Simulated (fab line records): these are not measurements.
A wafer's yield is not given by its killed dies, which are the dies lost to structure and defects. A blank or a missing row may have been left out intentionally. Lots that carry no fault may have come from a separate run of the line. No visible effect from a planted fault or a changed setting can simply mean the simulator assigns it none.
fab line records ; flow nand_harc
record: lots: 7; wafers: 21; last_day: 34
route steps=1302 shown A_M0@1162 A_M1@1169 END@1302
lots that met no fault: from a run of the same line without faults
start_h: the number of hours between the record's first day and the start of the first shown wafer of the lot ; wait_h: how many hours have passed since the lot's step before this one ; " the same as in the row above ; L1.1+2: several wafers, shown together as one row ; - either no value or no given start ; * or withheld: withheld ; < > ~ a bound
route shown NAME@n: names a module that has steps shown in the file, with the first one's number in the route ; usual: mean/standard deviation of fault-free wafers ; same: alike in all rows ; chamber/n: place in a boat ; sites: readings site by site ; _std_site: standard deviation across them ; _edge_site: mean of outer sites minus mean of inner sites ; radius_mm: how far each site lies from the wafer's centre ; mask NAME#n: copy n ; behind: the last tool/chamber to shape the wafer ; hold: reason for holding the lot/hours on hold/outcome of the hold ; device: names the non-switching transistor (n, p or np) ; end of line: tests run on the same wafers once the route is complete ; a step given without rows: its recipe and nothing more ; killed: dies lost to structure and defects at the first sort, not the wafer's yield ; map: a wafer's dies, x killed, . not, _ none there
set.NAME: the setting the step ran with; set.NAME@STEP: the setting that earlier step ran with ; model.NAME: the simulator's own value behind a step, which no gauge read
a table for each step, a row for each wafer; lots at some steps of the route
services: a tool's chamber out of use, with start hour (start_h, from the record's first day; less than 0 if before it), hours out, and reason
== steps ==
step: NHARC_A_M0_CMP_23
recipe: t_overpolish_s: 20; target_thk_nm: 113.75
usual: motor_current_A: 11.8/1.1; pad_life_wafers: 155/110; time_to_endpoint_s: 28.3/3
lot.wafer;tool;chamber;start_h;wait_h;motor_current_A;pad_life_wafers;time_to_endpoint_s
L375.4;cmp-04;3;564.28;-;12.9;180;28.7
L375.3;cmp-04;2;564.28;-;11.2;183;29.6
L375.6;cmp-04;3;564.28;-;12.6;-;27.5
L376.1;cmp-04;1;578.98;-;11.3;222;25.1
L376.3;cmp-04;2;578.98;-;10.8;223;24.1
L376.4;cmp-04;0;578.98;-;12.9;225;23.5
L379.1;cmp-04;1;620.61;-;11.2;54;27.1
L379.4;cmp-04;3;620.61;-;12.5;56;26.0
L379.6;cmp-04;1;620.61;-;11.1;-;24.1
L382.4;cmp-04;1;641.11;-;12.0;158;30.3
L382.3;cmp-04;2;641.11;-;10.7;159;34.3
L382.5;cmp-04;3;641.11;-;12.1;-;31.4
L385.2;cmp-02;2;660.19;-;12.3;122;31.3
L385.4;cmp-02;3;660.19;-;10.8;123;26.7
L385.5;cmp-02;0;660.19;-;12.5;-;28.7
L389.2;cmp-02;3;714.45;-;12.2;366;29.4
L389.1;cmp-02;1;714.45;-;14.4;368;25.9
L389.5;cmp-02;3;714.45;-;10.6;-;30.9
L393.1;cmp-03;2;767.07;-;11.0;42;30.5
L393.4;cmp-03;0;767.07;-;10.9;44;28.0
L393.6;cmp-03;3;767.07;-;11.5;-;30.3
step: NHARC_A_M0_THK_MEAS_24
recipe: thk_meas_gauge: xrf
usual: thk_nm: 113.6/1.6
lot.wafer;tool;chamber;start_h;wait_h;thk_nm
L375.3;film_metro-01;-;564.59;-;112.9
L375.4;film_metro-01;-;564.59;-;114.8
L375.6;film_metro-01;-;564.59;-;114.0
L376.1;film_metro-02;-;579.29;-;111.0
L376.3;film_metro-02;-;579.29;-;113.1
L376.4;film_metro-02;-;579.29;-;112.0
L379.1;film_metro-02;-;620.92;-;115.3
L379.4;film_metro-02;-;620.92;-;114.1
L379.6;film_metro-02;-;620.92;-;112.3
L382.3;film_metro-01;-;641.38;-;113.2
L382.4;film_metro-01;-;641.38;-;112.7
L382.5;film_metro-01;-;641.38;-;113.9
L385.2;film_metro-02;-;660.44;-;115.4
L385.4;film_metro-02;-;660.44;-;110.1
L385.5;film_metro-02;-;660.44;-;113.1
L389.1;film_metro-02;-;714.77;-;111.4
L389.2;film_metro-02;-;714.77;-;114.7
L389.5;film_metro-02;-;714.77;-;115.0
L393.1;film_metro-02;-;767.39;-;114.3
L393.4;film_metro-02;-;767.39;-;114.7
L393.6;film_metro-02;-;767.39;-;116.4
step: NHARC_A_M0_SRD_25
step: NHARC_A_M0_INSPECT_27
usual: raw_defect_count: 520/110
lot.wafer;tool;chamber;start_h;wait_h;raw_defect_count
L375.3;defect_inspect-01;-;564.75;0.0;421
L375.4;defect_inspect-01;-;564.75;0.0;635
L375.6;defect_inspect-01;-;564.75;0.0;527
L376.1;defect_inspect-02;-;579.47;0.0;515
L376.3;defect_inspect-02;-;579.47;0.0;385
L376.4;defect_inspect-02;-;579.47;0.0;587
L379.1;defect_inspect-02;-;621.08;0.0;439
L379.4;defect_inspect-02;-;621.08;0.0;651
L379.6;defect_inspect-02;-;621.08;0.0;608
L382.3;defect_inspect-01;-;641.53;0.0;641
L382.4;defect_inspect-01;-;641.53;0.0;556
L382.5;defect_inspect-01;-;641.53;0.0;637
L385.2;defect_inspect-02;-;660.60;0.0;575
L385.4;defect_inspect-02;-;660.60;0.0;469
L385.5;defect_inspect-02;-;660.60;0.0;483
L389.1;defect_inspect-01;-;714.93;0.0;402
L389.2;defect_inspect-01;-;714.93;0.0;435
L389.5;defect_inspect-01;-;714.93;0.0;491
L393.1;defect_inspect-02;-;767.55;0.0;446
L393.4;defect_inspect-02;-;767.55;0.0;467
L393.6;defect_inspect-02;-;767.55;0.0;564
step: NHARC_A_M0_PRE_CLEAN_31
recipe: time_s: 12; temp_c: 370; rf_power_w: 300; gas: NH3
usual: heater_power_w: 604/64; rf_fwd_power_W: 292.6/0.81
lot.wafer;tool;chamber;start_h;wait_h;heater_power_w;rf_fwd_power_W
L375.3;pecvd-01;1;564.83;0.1;499;293.4
L375.6;pecvd-01;1;564.83;0.1;498;293.4
L375.4;pecvd-01;2;564.83;0.1;584;292.5
L376.3;pecvd-02;0;579.54;0.1;751;291.0
L376.1;pecvd-02;2;579.54;0.1;607;293.1
L376.4;pecvd-02;0;579.54;0.1;739;292.6
L379.1;pecvd-04;1;621.17;0.1;550;292.5
L379.6;pecvd-04;2;621.17;0.1;567;293.3
L379.4;pecvd-04;1;621.17;0.1;562;291.4
L382.3;pecvd-01;1;641.61;0.1;585;291.9
L382.5;pecvd-01;0;641.61;0.1;665;292.2
L382.4;pecvd-01;2;641.61;0.1;664;293.6
L385.2;pecvd-01;1;660.68;0.1;601;292.3
L385.5;pecvd-01;1;660.68;0.1;606;291.3
L385.4;pecvd-01;2;660.68;0.1;644;291.9
L389.1;pecvd-02;0;715.00;0.1;665;292.7
L389.2;pecvd-02;2;715.00;0.1;612;292.8
L389.5;pecvd-02;0;715.00;0.1;667;293.1
L393.1;pecvd-02;0;767.63;0.1;662;293.0
L393.6;pecvd-02;2;767.63;0.1;617;293.3
L393.4;pecvd-02;0;767.63;0.1;641;292.3
step: NHARC_A_M0_DEP_32
recipe: target_thk_a: 300; temp_c: 370; target_thk_nm: 30; pressure_torr: 3; flow_sccm: 200; rf_w: 450; material: SiCN
usual: heater_power_w: 552/65; rf_fwd_power_W: 449.2/1.3
lot.wafer;tool;chamber;start_h;wait_h;heater_power_w;rf_fwd_power_W
L375.3;pecvd-01;1;564.94;0.1;550;449.7
L375.6;pecvd-01;1;564.94;0.1;546;448.4
L375.4;pecvd-01;2;564.94;0.1;599;450.5
L376.3;pecvd-02;0;579.62;0.1;660;449.7
L376.1;pecvd-02;2;579.62;0.1;477;448.7
L376.4;pecvd-02;0;579.62;0.1;669;450.2
L379.1;pecvd-04;1;621.31;0.1;490;449.0
L379.6;pecvd-04;2;621.31;0.1;587;448.9
L379.4;pecvd-04;1;621.31;0.1;483;449.5
L382.3;pecvd-01;1;641.72;0.1;509;448.8
L382.5;pecvd-01;0;641.72;0.1;501;447.9
L382.4;pecvd-01;2;641.72;0.1;598;450.8
L385.2;pecvd-01;1;660.79;0.1;528;448.0
L385.5;pecvd-01;1;660.79;0.1;540;448.0
L385.4;pecvd-01;2;660.79;0.1;570;448.1
L389.1;pecvd-02;0;715.12;0.1;632;450.8
L389.2;pecvd-02;2;715.12;0.1;602;449.0
L389.5;pecvd-02;0;715.12;0.1;646;450.2
L393.1;pecvd-02;0;767.74;0.1;587;449.5
L393.6;pecvd-02;2;767.74;0.1;542;450.4
L393.4;pecvd-02;0;767.74;0.1;593;449.2
step: NHARC_A_M1_DEP_00
recipe: target_thk_a: 1825; target_thk_nm: 182.5; temp_c: withheld; pressure_torr: 5; flow_sccm: 200; rf_w: 600; material: SiOC
step: NHARC_A_M1_DEHYDRATE_01
recipe: temp_c: 150; time_s: 120
step: NHARC_A_M1_HMDS_02
recipe: time_s: 30
step: NHARC_A_M1_COAT_34
recipe: temp_c: 200; time_s: 65
step: NHARC_A_M1_COAT_03
recipe: spin_rpm: 1500; resist_thk_nm: 90
step: NHARC_A_M1_SOFTBAKE_04
recipe: temp_c: 105; time_s: 55
usual: chill_plate_temp_C: 22.98/0.11; exhaust_pa: 45.1/0.9; heater_power_total_W: 188.45/0.15
lot.wafer;tool;chamber;start_h;wait_h;chill_plate_temp_C;exhaust_pa;heater_power_total_W
L375.3;litho_track-04;0;565;-;22.94;45.3;188.50
L375.4;litho_track-04;0;565;-;22.97;45.1;188.44
L375.6;litho_track-04;0;565;-;22.93;43.8;188.66
L376.1;litho_track-01;0;580;-;23.18;46.1;188.49
L376.3;litho_track-01;0;580;-;23.09;45.6;188.41
L376.4;litho_track-01;0;580;-;22.94;46.3;188.38
L379.1;litho_track-01;0;622;-;22.86;44.9;188.44
L379.4;litho_track-01;0;622;-;22.89;46.0;194.27
L379.6;litho_track-01;0;622;-;23.10;44.5;188.72
L382.3;litho_track-01;0;642;-;23.18;44.6;188.33
L382.4;litho_track-01;0;642;-;23.11;44.4;194.68
L382.5;litho_track-01;0;642;-;23.08;44.7;194.33
L385.2;litho_track-01;0;661;-;22.97;45.1;188.42
L385.4;litho_track-01;0;661;-;22.91;46.6;194.38
L385.5;litho_track-01;0;661;-;22.90;43.8;194.71
L389.1;litho_track-04;0;716;-;22.98;44.8;188.29
L389.2;litho_track-04;0;716;-;22.79;45.3;188.35
L389.5;litho_track-04;0;716;-;22.81;44.6;188.27
L393.1;litho_track-01;0;768;-;23.09;45.4;188.51
L393.4;litho_track-01;0;768;-;22.71;46.3;188.70
L393.6;litho_track-01;0;768;-;22.86;45.3;188.52
step: NHARC_A_M1_EBR_05
step: NHARC_END_SORT_01
recipe: temp_c: 25
usual: defect_limited_yield: 91.4/2.7; killed_at_array: 53/18; killed_at_other: 0.8/1.1; killed_at_periphery: 4.1/2.7; killed_dies: 58/18; killed_open: 3.1/1.7; killed_short: 2.7/1.7; sort_bin_2_pct: 3.0/1.2; sort_bin_3_pct: 0.6/0.37; sort_bin_4_pct: 4.9/1.5; sort_n_pass: 619/18; sort_rim_yield_pct: 91/4.1; sort_yield_pct: 91.4/2.7
same: gross_dies: 677; sort_bin_5_pct[%]: 0; sort_bin_6_pct[%]: 0; sort_bin_7_pct[%]: 0; sort_bin_8_pct[%]: 0; sort_rim_n_gross: 106.00
lot.wafer;tool;chamber;start_h;wait_h;defect_limited_yield[%];killed_at_array;killed_at_other;killed_at_periphery;killed_dies;killed_open;killed_short;sort_bin_2_pct[%];sort_bin_3_pct[%];sort_bin_4_pct[%];sort_n_pass;sort_rim_yield_pct[%];sort_yield_pct[%]
L375.3;prober-01;0;609.42;3.1;87.7;71;1;11;83;3;1;3.7;1.6;6.9;594;83;87.7
L375.4;prober-01;0;610.20;3.4;89.1;66;0;8;74;4;0;3.7;0.6;6.6;603;90;89.1
L375.6;prober-01;0;611.77;3.9;89.7;64;0;6;70;0;2;4.4;0.9;5.0;607;93;89.7
L376.1;prober-02;0;617.42;2.5;92.5;47;0;4;51;4;3;1.5;0.7;5.3;626;92;92.5
L376.3;prober-02;0;619.02;3.1;93.5;42;1;1;44;2;2;1.6;0.4;4.4;633;89;93.5
L376.4;prober-02;0;619.83;3.4;92.2;51;0;2;53;4;5;3.5;0.3;4.0;624;96;92.2
L382.3;prober-01;0;680.36;3.1;93.5;40;2;2;44;3;1;3.0;0.4;3.1;633;89;93.5
L382.4;prober-01;0;681.15;3.4;91.4;55;0;3;58;3;4;3.0;0.3;5.3;619;96;91.4
L382.5;prober-01;0;681.95;3.7;93.8;37;1;4;42;2;5;2.1;0.4;3.7;635;89;93.8
L393.1;prober-01;0;804.95;2.5;92.0;49;0;5;54;7;1;2.2;0.4;5.3;623;96;92.0
L393.4;prober-01;0;807.35;3.4;95.0;27;0;7;34;3;3;2.1;0.6;2.4;643;90;95.0
L393.6;prober-01;0;808.95;4.0;93.5;41;0;3;44;2;2;1.6;0.1;4.7;633;91;93.5
killed by level:class
L375.3 A_CHANNEL_HOLE_D1:chamber_film_flake=34 A_CHANNEL_HOLE_D2:chamber_film_flake=15 A_STAIRCASE:chamber_film_flake=9 P_GATE:chamber_film_flake=4 A_CONTACT:chamber_film_flake=4 A_BLC:chamber_film_flake=3 P_ZERO_WELL:chamber_film_flake=2 P_M0:chamber_film_flake=2
L375.4 A_CHANNEL_HOLE_D2:chamber_film_flake=33 A_CHANNEL_HOLE_D1:chamber_film_flake=15 A_STAIRCASE:chamber_film_flake=5 A_CHANNEL_FILL_D2:chamber_film_flake=4 P_GATE:chamber_film_flake=3 P_M0:chamber_film_flake=3 A_BLC:chamber_film_flake=3 A_CONTACT:chamber_film_flake=2
L375.6 A_CHANNEL_HOLE_D2:chamber_film_flake=24 A_CHANNEL_HOLE_D1:chamber_film_flake=23 A_STAIRCASE:chamber_film_flake=8 A_CONTACT:chamber_film_flake=4 P_M0:chamber_film_flake=3 P_GATE:chamber_film_flake=2 A_BLC:chamber_film_flake=2 A_DECK1_JOINT:geometric_particle:short=1
L376.1 A_SLIT:chamber_film_flake=26 A_CHANNEL_HOLE_D2:chamber_film_flake=7 A_DECK1_JOINT:chamber_film_flake=3 P_CONTACT:geometric_particle:open=2 P_GATE:chamber_film_flake=2 A_WL_FILL:chamber_film_flake=2 A_CONTACT:chamber_film_flake=2 A_ONON_D1:geometric_particle:short=1
L376.3 A_SLIT:chamber_film_flake=18 A_CHANNEL_HOLE_D2:chamber_film_flake=7 A_CHANNEL_HOLE_D1:chamber_film_flake=4 A_CONTACT:chamber_film_flake=4 A_STAIRCASE:chamber_film_flake=2 A_SGD_CUT:chamber_film_flake=2 A_WL_FILL:chamber_film_flake=2 P_STI:geometric_particle:short=1
L376.4 A_SLIT:chamber_film_flake=30 A_CHANNEL_HOLE_D1:chamber_film_flake=3 A_CHANNEL_HOLE_D2:chamber_film_flake=3 A_CHANNEL_FILL_D1:geometric_particle:short=2 A_CHANNEL_FILL_D1:geometric_particle:open=2 A_STAIRCASE:chamber_film_flake=2 A_SGD_CUT:chamber_film_flake=2 A_CONTACT:chamber_film_flake=2
L382.3 A_SLIT:chamber_film_flake=24 A_ZERO_WELL:chamber_film_flake=3 A_WL_FILL:chamber_film_flake=3 A_CHANNEL_HOLE_D1:chamber_film_flake=2 A_CONTACT:chamber_film_flake=2 A_ONON_D2:geometric_particle:short=1 A_WL_FILL:geometric_particle:open=1 A_BLC:geometric_particle:open=1
L382.4 A_SLIT:chamber_film_flake=38 P_CONTACT:chamber_film_flake=3 A_CHANNEL_HOLE_D1:chamber_film_flake=3 A_CONTACT:chamber_film_flake=3 A_WL_FILL:geometric_particle:short=2 A_CHANNEL_HOLE_D2:chamber_film_flake=2 A_SOURCE_PLATE:geometric_particle:short=1 A_CHANNEL_FILL_D1:geometric_particle:open=1
L382.5 A_SLIT:chamber_film_flake=26 A_SGD_CUT:chamber_film_flake=3 P_M0:geometric_particle:open=2 A_CHANNEL_FILL_D1:geometric_particle:short=2 A_ZERO_WELL:chamber_film_flake=2 A_DECK1_JOINT:geometric_particle:short=1 A_WL_FILL:geometric_particle:short=1 A_M0:geometric_particle:short=1
L393.1 A_CHANNEL_HOLE_D1:chamber_film_flake=17 A_SLIT:chamber_film_flake=8 A_STAIRCASE:chamber_film_flake=7 A_CONTACT:chamber_film_flake=6 P_GATE:chamber_film_flake=4 A_CHANNEL_HOLE_D2:chamber_film_flake=3 P_GATE:geometric_particle:open=1 A_SOURCE_PLATE:geometric_particle:open=1
L393.4 A_CHANNEL_HOLE_D1:chamber_film_flake=9 P_GATE:chamber_film_flake=5 A_SLIT:chamber_film_flake=5 A_CONTACT:chamber_film_flake=3 A_CHANNEL_FILL_D2:geometric_particle:short=2 A_CHANNEL_HOLE_D2:chamber_film_flake=2 P_M0:geometric_particle:open=1 A_ONON_D1:geometric_particle:short=1
L393.6 A_CHANNEL_HOLE_D1:chamber_film_flake=15 A_SLIT:chamber_film_flake=11 A_CONTACT:chamber_film_flake=5 A_CHANNEL_HOLE_D2:chamber_film_flake=4 A_STAIRCASE:chamber_film_flake=3 P_CONTACT:geometric_particle:open=2 P_CONTACT:geometric_particle:short=1 A_SGD_CUT:geometric_particle:short=1
== services ==
tool;chamber;start_h;hours;kind
litho_track-04;-;553.00;7.0;pm
pecvd-02;-;554.52;0.4;repair
cmp-04;-;556.75;0.4;repair
cmp-04;-;562.30;0.5;repair
cmp-02;-;583.69;4.0;repair
pecvd-02;-;589.41;13.0;pm
cmp-04;-;601.02;4.0;pm
pecvd-02;-;604.92;1.7;repair
cmp-02;-;624.50;4.0;pm
cmp-04;-;627.09;1.8;repair
pecvd-04;-;631.06;13.0;pm
pecvd-01;0;653.65;6.4;repair
pecvd-02;2;672.55;2.8;repair
pecvd-01;-;673.45;13.0;pm
litho_track-01;-;680.00;7.0;pm
pecvd-02;2;687.57;4.2;repair
cmp-04;-;694.31;1.2;repair
pecvd-02;1;694.86;29.7;repair
cmp-04;-;699.02;4.0;pm
pecvd-04;0;701.63;3.5;repair
pecvd-01;-;713.92;0.9;repair
cmp-04;-;721.79;0.8;repair
cmp-04;-;741.59;4.0;repair
pecvd-02;-;758.32;0.5;repair
== key ==
first_sign: step: NHARC_A_M1_SOFTBAKE_04; reading: heater_power_total_W; direction: up; sigmas: 41; usual: *; struck: *
effect none on later readings
met_at NHARC_A_M1_SOFTBAKE_04
struck_wafers L379.4,L382.4,L382.5,L385.4,L385.5
onset_between 580 622
fault: kind: process_parameter_drift; tool: litho_track-01; chamber: -; onset_h: 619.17; steps: NHARC_A_M1_SOFTBAKE_04; channel: time_s; offset: *; shape: step; end_h: 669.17; scope: struck_wafers_only; acts_in: *; stated: *
